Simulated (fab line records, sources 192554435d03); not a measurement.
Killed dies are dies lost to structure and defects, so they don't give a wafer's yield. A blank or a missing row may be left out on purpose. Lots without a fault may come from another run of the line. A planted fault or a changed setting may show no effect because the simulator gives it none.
Chamber matching | flow n5_finfet | N5_BEOL_M10_STRIP_67 on rie_diel-06: 4 sister chambers
The step strips in CF4. 8 wafers are shown with their chamber, then 9 later ones without.

WAFERS WITH THEIR CHAMBER
wafer  | chamber | drypump_motor_current_A (A) | showerhead_plenum_p_Torr (Torr)
L083.3 | 0       | 5.3                         | 1.70
L083.4 | 1       | 6.4                         | 1.85
L083.5 | 0       | 5.3                         | 1.70
L085.2 | 3       | 5.7                         | 1.83
L085.6 | 2       | 6.4                         | 1.82
L087.2 | 1       | 6.5                         | 1.84
L087.3 | 3       | 5.7                         | 1.83
L087.6 | 2       | 6.4                         | 1.82

WAFERS WITHOUT THEIR CHAMBER
wafer  | drypump_motor_current_A (A) | showerhead_plenum_p_Torr (Torr)
L093.1 | 6.5                         | 1.84
L093.5 | 5.7                         | 1.82
L093.6 | 5.3                         | 1.91
L095.1 | 6.4                         | 1.81
L095.2 | 5.3                         | 1.91
L095.4 | 5.7                         | 1.82
L097.2 | 6.4                         | 1.81
L097.4 | 5.3                         | 1.91
L097.5 | 6.4                         | 1.81

WHICH CHAMBER EACH WENT THROUGH
wafer  | from the rows above | in truth
L093.1 | 1                   | 1
L093.5 | 3                   | 3
L093.6 | 3                   | 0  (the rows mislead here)
L095.1 | 2                   | 2
L095.2 | 3                   | 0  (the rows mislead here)
L095.4 | 3                   | 3
L097.2 | 2                   | 2
L097.4 | 3                   | 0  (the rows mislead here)
L097.5 | 2                   | 2
Placed correctly: 6 of 9. Can't be placed from these rows: 0. Placed wrongly: 3.
How it was worked out, from the rows above alone: a wafer's distance from a chamber is the root of the sum, over the readings, of the square of ((its reading less the chamber's mean) divided by the reading's scatter). The wafer belongs to the nearest chamber; if the next one is less than 2 further off, it can't be placed. A chamber's mean is the mean of its shown wafers. The scatter: the root of (the sum of the squares of (reading less its chamber's mean) over the shown wafers, divided by (wafers less chambers)).
